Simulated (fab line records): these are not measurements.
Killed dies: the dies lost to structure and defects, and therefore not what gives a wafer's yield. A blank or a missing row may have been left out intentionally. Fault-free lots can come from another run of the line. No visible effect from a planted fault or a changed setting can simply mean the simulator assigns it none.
Split-lot study ; flow n5_finfet ; on a route of 1938 steps: 7 lots, 21 wafers read

THE SPLIT ITSELF
At N5_MOL_CONTACT_COAG_ETCHBACK_135 (etches SiO2 in CHF3, target depth 25 nm, time 16.7 s), the setting time_s was moved away from the recipe's 16.7 s on 7 of the 21 wafers read, by -14.9% to +22.2%. This setting was run at the recipe's value on the other wafers.

The reading comes from the split's own step.

THE READING
SOC_of_MOL_CONTACT_COAG_COAT_75.thk_nm (the simulator's own value, which no gauge read), in nm, at N5_MOL_CONTACT_COAG_ETCHBACK_135 (etches SiO2 in CHF3, target depth 25 nm, time 16.7 s). There is no usual value for it anywhere in the file. Average 57.3 nm, standard deviation 0.21 nm, over the 14 wafers here run with the recipe.

wafer;tool, chamber at the split;time_s as run, s;against the recipe;SOC_of_MOL_CONTACT_COAG_COAT_75.thk_nm, nm;against lot-mates on the recipe
L084.3;rie_diel-01, 1;19.35;+15.9%;57;-0.8
L084.4;rie_diel-01, 3;16.7;recipe;57.8;-
L084.5;rie_diel-01, 3;19.35;+15.9%;57.2;-0.6
L087.1;rie_diel-01, 2;16.7;recipe;57.4;-
L087.5;rie_diel-01, 0,1;16.7;recipe;57.2;-
L087.6;rie_diel-01, 0,1;16.7;recipe;57.2;-
L088.1;rie_diel-01, 2;14.21;-14.9%;57.8;no lot-mate on the recipe
L088.4;rie_diel-01, 0,1;14.21;-14.9%;57.6;no lot-mate on the recipe
L088.5;rie_diel-01, 0,1;14.21;-14.9%;57.6;no lot-mate on the recipe
L090.1;rie_diel-04, 1;18.57;+11.2%;56.8;-0.2
L090.2;rie_diel-04, 2,1;16.7;recipe;57;-
L090.5;rie_diel-04, 2,1;16.7;recipe;57;-
L093.2;rie_diel-04, 1;16.7;recipe;57.2;-
L093.4;rie_diel-04, 0;20.41;+22.2%;56.6;-0.7
L093.5;rie_diel-04, 3;16.7;recipe;57.4;-
L095.1;rie_diel-01, 0,1;16.7;recipe;57.4;-
L095.2;rie_diel-01, 0,1;16.7;recipe;57.4;-
L095.5;rie_diel-01, 0;16.7;recipe;57.6;-
L096.3;rie_diel-04, 3;16.7;recipe;57.4;-
L096.5;rie_diel-04, 3,2;16.7;recipe;57.2;-
L096.6;rie_diel-04, 3,2;16.7;recipe;57.2;-
If several chambers appear in one row, that row covers several wafers at once and the file leaves open which wafer was in which chamber.

THE FIT
A straight line over all 21 wafers: SOC_of_MOL_CONTACT_COAG_COAT_75.thk_nm changes by -0.0246 nm for each +1% of time_s; r = -0.75; the points scatter about the line by 0.21 nm.
The same after taking each lot's own level away (the mean of its wafers on the recipe; 18 wafers): -0.0357 nm for each +1%; r = -0.92; scatter 0.11 nm.
The reading moves by 0.79 nm for the largest change in time_s, on that fit.
The lots' own levels span 57.00 to 57.80 nm, that is 3.8 times the standard deviation above.
So the lot-to-lot level blurs the effect unless lot-mates are compared.
Check: with one of the wafers moved furthest among these (+22.2%) left out of the fit, the line predicts -0.866 nm for it against its lot-mates. It came out at -0.7 nm against them.

OTHER SPLITS ON THESE WAFERS
Before the reading, these wafers also passed through other splits. Each is held against what the fit with the lots' levels taken away leaves over:
other split on the same wafers;wafers away from the commonest value;r with SOC_of_MOL_CONTACT_COAG_COAT_75.thk_nm (lot level and that fit taken away)
N5_MOL_CONTACT_COAG_COAT_76 spin_rpm;6;+0.26

THE FILE'S OWN FIT
SOC_of_MOL_CONTACT_COAG_COAT_75.thk_nm changes by -0.0332 nm for each +1% of time_s, r = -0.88.
